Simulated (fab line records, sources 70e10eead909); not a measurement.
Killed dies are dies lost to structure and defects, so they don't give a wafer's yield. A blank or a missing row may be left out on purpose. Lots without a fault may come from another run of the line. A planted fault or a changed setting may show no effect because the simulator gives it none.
fab line records | flow nand_harc
record lots=13 wafers=37 last_day=32
route steps=1302 shown A_ZERO_WELL@405 A_SOURCE_PLATE@417 A_ONON_D1@437 END@1302
lots that met no fault: from a run of the same line without faults
start_h: hours from the record's first day to the start of the lot's first wafer shown | wait_h: hours since the lot's step before | " the same as in the row above | L1.1+2: a row that stands for several wafers | - no value, or no start given | * or withheld: withheld | < > ~ a bound
route shown NAME@n: a module of which the file shows steps, and the number in the route of the first | usual: mean/standard deviation of fault-free wafers | same: alike in all rows | chamber/n: place in a boat | sites: the reading at each site | _std_site: their standard deviation | _edge_site: outer sites' mean less inner sites' | radius_mm: how far each site lies from the wafer's centre | mask NAME#n: copy n | behind: the tool/chamber that last shaped the wafer | hold: why the lot was held/for how many hours/how that ended | device: the transistor (n, p or np) that didn't switch | end of line: the same wafers' tests at the end of the route | a step without rows: its recipe alone | killed: dies lost to structure and defects at the first sort, not the wafer's yield | map: a wafer's dies, x killed, . not, _ none there
set.NAME: the setting as run; set.NAME@STEP: as run at that earlier step | model.NAME: the simulator's own value behind a step, which no gauge read
steps of the route over a sample of lots; a table a step, a row a wafer
services: from which hour (start_h, from the record's first day; less than 0 if before it) a tool's chamber was out of use, for how many hours, and why
## steps
# step NHARC_A_ZERO_WELL_ETCH_13
# recipe target_depth_a=1200 time_s=40.1 hbr_flow_sccm=150 cl2_flow_sccm=50 rf_w=400 icp_w=400 bias_w=100 chemistry=HBr/Cl2
# usual chamber_pressure_mTorr=15.000/0.014 drypump_motor_current_A=5.6/0.52 mfc_cl2_sccm=49.97/0.14 oes_product_au=1.003/0.014 throttle_valve_pct=26.406/0.0085
# same time_s=40.1
# columns lot.wafer tool chamber start_h wait_h chamber_pressure_mTorr drypump_motor_current_A mfc_cl2_sccm oes_product_au rf_hours_counter_h throttle_valve_pct
L130.2 rie_si-05 3 139.28 - 14.979 5.2 50.04 1.003 0.02 26.415
L130.1 " 2 " " 15.002 5.7 49.90 0.993 0.02 26.412
L130.6 " 3 " " 14.986 5.1 49.87 0.994 - 26.415
L131.4 rie_si-01 0 153.76 - 14.989 6.0 49.93 1.009 0.71 26.421
L131.1 " 2 " " 15.005 5.6 49.95 1.007 0.79 26.396
L131.5 " 0 " " 14.998 6.0 50.08 1.011 - 26.405
L132.1 rie_si-06 0 156.04 - 14.980 5.9 49.75 1.001 0.43 26.397
L132.4 " 1 " " 14.995 6.5 49.75 1.011 0.38 26.413
L132.5 " 0 " " 14.993 5.9 49.96 0.998 - 26.405
L133.4 rie_si-06 2 167.10 - 14.978 5.2 50.06 0.967 0.49 26.413
L133.2 " 0 " " 14.992 5.9 49.89 1.007 0.49 26.403
L133.5 " 2 " " 14.991 5.2 50.01 0.981 - 26.416
L134.2 rie_si-06 2 181.51 - 15.011 5.2 50.03 0.980 0.63 26.397
L134.1 " 3 " " 15.005 4.7 50.23 0.981 0.59 26.422
L134.6 " 3 " " 14.986 4.7 50.03 0.983 - 26.409
L135.2 rie_si-05 3 186.82 - 14.999 5.2 49.90 1.001 0.37 26.393
L135.4 " 0 " " 15.023 5.2 49.74 1.035 0.40 26.411
L135.5 " 2 " " 15.009 5.7 50.01 0.994 - 26.409
L136.1 rie_si-05 3 198.45 - 15.007 5.2 50.04 1.007 0.48 26.398
L136.2 " 0 " " 15.014 5.2 50.09 1.030 0.55 26.405
L136.6 " 3 " " 14.996 5.2 49.76 1.002 - 26.412
L140.1 rie_si-01 3 243.24 - 14.997 4.9 50.02 0.983 0.19 26.387
L140.4 " 0 " " 14.992 6.0 50.00 0.993 0.25 26.405
L140.5 " 3 " " 15.001 4.9 50.14 0.995 - 26.418
L146.4 rie_si-06 1 300.01 - 14.983 6.5 50.06 1.011 0.30 26.400
L148.2 rie_si-01 0 317.51 - 15.004 6.0 50.00 1.013 0.82 26.431
L148.4 " 1 " " 15.008 5.6 49.89 1.023 0.98 26.422
L148.6 " 0 " " 14.979 6.0 49.84 1.015 - 26.414
L149.2 rie_si-06 1 328.47 - 15.020 6.5 49.76 1.021 0.46 26.402
L149.1 " 0 " " 14.979 5.9 49.98 1.015 0.50 26.399
L149.5 " 2 " " 14.985 5.2 50.13 1.018 - 26.405
L151.1 rie_si-06 0 348.05 - 15.003 5.9 50.08 1.006 0.56 26.401
L151.2 " 2 " " 15.008 5.2 49.85 1.020 0.53 26.395
L151.6 " 0 " " 15.019 5.9 50.09 1.003 - 26.400
L153.3 rie_si-05 3 364.96 - 15.006 5.2 49.96 0.998 0.35 26.395
L153.1 " 0 " " 15.012 5.2 49.90 1.014 0.30 26.394
L153.5 " 3 " " 14.971 5.2 49.98 0.996 - 26.398
# step NHARC_A_ZERO_WELL_INSPECT_17
# usual raw_defect_count=9/6
# columns lot.wafer tool chamber start_h wait_h raw_defect_count
L130.1 defect_inspect-02 - 140.38 0.2 9
L130.2 " - " " 10
L130.6 " - " " 9
L131.1 defect_inspect-01 - 154.85 0.2 10
L131.4 " - " " 11
L131.5 " - " " 12
L132.1 defect_inspect-01 - 157.14 0.2 1
L132.4 " - " " 8
L132.5 " - " " 4
L133.2 defect_inspect-02 - 168.19 0.1 20
L133.4 " - " " 24
L133.5 " - " " 25
L134.1 defect_inspect-01 - 182.61 0.2 8
L134.2 " - " " 5
L134.6 " - " " 14
L135.2 defect_inspect-01 - 187.91 0.1 2
L135.4 " - " " 3
L135.5 " - " " 3
L136.1 defect_inspect-02 - 199.55 0.2 16
L136.2 " - " " 11
L136.6 " - " " 4
L140.1 defect_inspect-01 - 244.34 0.2 7
L140.4 " - " " 3
L140.5 " - " " 5
L146.4 defect_inspect-01 - 301.12 0.1 8
L148.2 defect_inspect-01 - 318.61 0.1 12
L148.4 " - " " 4
L148.6 " - " " 13
L149.1 defect_inspect-02 - 329.57 0.2 18
L149.2 " - " " 6
L149.5 " - " " 5
L151.1 defect_inspect-01 - 349.13 0.2 22
L151.2 " - " " 16
L151.6 " - " " 27
L153.1 defect_inspect-02 - 366.05 0.2 12
L153.3 " - " " 15
L153.5 " - " " 16
# step NHARC_A_SOURCE_PLATE_PVD_04
# recipe target_thk_a=500 material=WSi2
# columns lot.wafer tool chamber start_h wait_h
L130.1+2+6 pvd_sputter-03 - 147.29 0.1
L131.1+4+5 pvd_sputter-02 - 162.21 0.1
L132.1+4+5 pvd_sputter-03 - 162.21 0.1
L133.2+4+5 pvd_sputter-01 - 175.54 0.1
L134.1+2+6 pvd_sputter-01 - 190.16 0.1
L135.4+2+5 pvd_sputter-01 - 196.26 0.1
L136.2+1+6 pvd_sputter-01 - 206.48 0.1
L140.1+4+5 pvd_sputter-03 - 253.58 0.1
L146.4 pvd_sputter-03 - 309.81 0.1
L148.2+4+6 pvd_sputter-02 - 327.08 0.1
L149.2+1+5 pvd_sputter-01 - 336.45 0.1
L151.1+2+6 pvd_sputter-01 - 356.37 0.1
L153.1+3+5 pvd_sputter-01 - 374.85 0.1
# step NHARC_A_SOURCE_PLATE_INSPECT_08
# usual raw_defect_count=56/24
# columns lot.wafer tool chamber start_h wait_h hold raw_defect_count
L130.1 defect_inspect-01 - 159.75 0.0 - 78
L130.2 " - " " - 23
L130.6 " - " " - 66
L132.1 defect_inspect-01 - 175.10 0.0 - 54
L132.4 " - " " - 32
L132.5 " - " " - 30
L131.1 defect_inspect-02 - 175.10 0.0 - 66
L131.4 " - " " - 49
L131.5 " - " " - 73
L133.2 defect_inspect-01 - 188.66 0.0 - 72
L133.4 " - " " - 49
L133.5 " - " " - 65
L134.1 defect_inspect-02 - 203.17 0.0 - 38
L134.2 " - " " - 58
L134.6 " - " " - 33
L135.2 defect_inspect-01 - 212.57 0.0 - 44
L135.4 " - " " - 33
L135.5 " - " " - 21
L136.1 defect_inspect-01 - 219.07 0.0 - 77
L136.2 " - " " - 34
L136.6 " - " " - 60
L140.1 defect_inspect-02 - 266.08 0.0 - 74
L140.4 " - " " - 38
L140.5 " - " " - 37
L146.4 defect_inspect-01 - 323.72 0.0 await_dispo/0.2h/release 565
L146.4 defect_inspect-01 - 323.89 0.2 - 572
L148.2 defect_inspect-01 - 339.98 0.0 - 93
L148.4 " - " " - 49
L148.6 " - " " - 49
L149.1 defect_inspect-02 - 348.88 0.0 - 40
L149.2 " - " " - 32
L149.5 " - " " - 46
L151.1 defect_inspect-01 - 368.96 0.0 - 40
L151.2 " - " " - 49
L151.6 " - " " - 90
L153.1 defect_inspect-02 - 387.25 0.0 - 55
L153.3 " - " " - 80
L153.5 " - " " - 91
# step NHARC_A_ONON_D1_THK_MEAS_18
# recipe thk_meas_gauge=ellipsometry
# usual thk_nm=999/11
# columns lot.wafer tool chamber start_h wait_h thk_nm
L130.1 film_metro-01 - 170.49 - 989
L130.2 " - " " 991
L130.6 " - " " 995
L131.1 film_metro-02 - 185.72 - 1009
L131.4 " - " " 1008
L131.5 " - " " 1011
L132.1 film_metro-01 - 185.72 - 1011
L132.4 " - " " 1013
L132.5 " - " " 1014
L133.2 film_metro-01 - 199.78 - 983
L133.4 " - " " 983
L133.5 " - " " 982
L134.1 film_metro-01 - 213.55 - 987
L134.2 " - " " 984
L134.6 " - " " 986
L135.2 film_metro-01 - 223.50 - 982
L135.4 " - " " 984
L135.5 " - " " 982
L136.1 film_metro-01 - 229.82 - 988
L136.2 " - " " 987
L136.6 " - " " 988
L140.1 film_metro-01 - 277.16 - 1007
L140.4 " - " " 1007
L140.5 " - " " 1009
L146.4 film_metro-02 - 334.31 - 985
L148.2 film_metro-02 - 351.60 - 1001
L148.4 " - " " 1002
L148.6 " - " " 1002
L149.1 film_metro-01 - 360.56 - 990
L149.2 " - " " 991
L149.5 " - " " 989
L151.1 film_metro-01 - 382.18 - 1002
L151.2 " - " " 1002
L151.6 " - " " 1001
L153.1 film_metro-02 - 400.03 - 1010
L153.3 " - " " 1009
L153.5 " - " " 1011
# step NHARC_END_SORT_01
# recipe temp_c=25
# usual killed_at_array=56/19 killed_at_other=0.6/1 killed_at_periphery=3.9/2.7 killed_dies=61/19 killed_open=3.3/1.9 killed_short=2.4/1.7
# same gross_dies=677
# columns lot.wafer tool chamber start_h wait_h killed_at_array killed_at_other killed_at_periphery killed_dies killed_open killed_short
L146.4 prober-02 0 717.82 3.4 168 1 6 175 1 3
# killed by level:class
L146.4 A_SOURCE_PLATE:unspecified=82 A_CHANNEL_HOLE_D1:chamber_film_flake=36 A_SLIT:chamber_film_flake=23 A_CHANNEL_HOLE_D2:chamber_film_flake=20 P_STI:chamber_film_flake=2 P_CONTACT:chamber_film_flake=2 A_CONTACT:chamber_film_flake=2 P_GATE:geometric_particle:short=1
## services
# columns tool chamber start_h hours kind
rie_si-05 - 128.00 9.0 pm
rie_si-05 0 128.00 9.0 vent_cycle
rie_si-05 3 146.51 5.8 repair
rie_si-05 2 152.71 2.7 repair
pvd_sputter-02 - 187.88 6.7 repair
rie_si-01 - 193.00 9.0 pm
pvd_sputter-01 - 226.00 10.0 pm
rie_si-05 - 229.15 0.2 repair
pvd_sputter-03 - 247.90 3.4 repair
rie_si-06 - 249.00 9.0 pm
rie_si-06 0 249.00 9.0 vent_cycle
rie_si-06 1 249.00 9.0 vent_cycle
rie_si-06 2 249.00 9.0 vent_cycle
rie_si-06 3 249.00 9.0 vent_cycle
rie_si-06 0 258.00 - clean
rie_si-06 1 258.00 - clean
rie_si-06 2 258.00 - clean
rie_si-06 3 258.00 - clean
rie_si-06 3 267.73 5.9 repair
pvd_sputter-02 - 282.00 10.0 pm
rie_si-01 3 288.82 9.1 repair
rie_si-05 - 305.00 9.0 pm
pvd_sputter-03 - 348.01 10.0 pm
rie_si-01 - 370.00 9.0 pm
## key
first_sign step=NHARC_A_SOURCE_PLATE_INSPECT_08 reading=visit direction=added
effect step=NHARC_A_SOURCE_PLATE_INSPECT_08 reading=raw_defect_count direction=up sigmas=21 usual=56 struck=565
effect step=NHARC_END_SORT_01 reading=killed_dies direction=up sigmas=6.1 usual=61 struck=175
more_kills_born_at NHARC_A_SOURCE_PLATE_PVD_04@pvd_sputter-03=82
met_at NHARC_A_SOURCE_PLATE_PVD_04
struck_lots L146
struck_wafers L146.4
tester_left_out L146
not_acting_at NHARC_A_ZERO_WELL_ETCH_13,NHARC_A_ZERO_WELL_INSPECT_17,NHARC_A_ONON_D1_THK_MEAS_18
fault kind=chamber_particle_source tool=pvd_sputter-03 chamber=- onset_h=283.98 steps=NHARC_A_SOURCE_PLATE_PVD_04 rate_per_visit_cm2=0.73954 end_h=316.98 scope=struck_wafers_only
# tester_left_out: of these lots the tester's yield and bins aren't shown, on N5 and GAA mostly nor the transistor test; their killed dies are dies lost to structure and defects alone, not to doping, threshold or leakage, so they don't give the yield
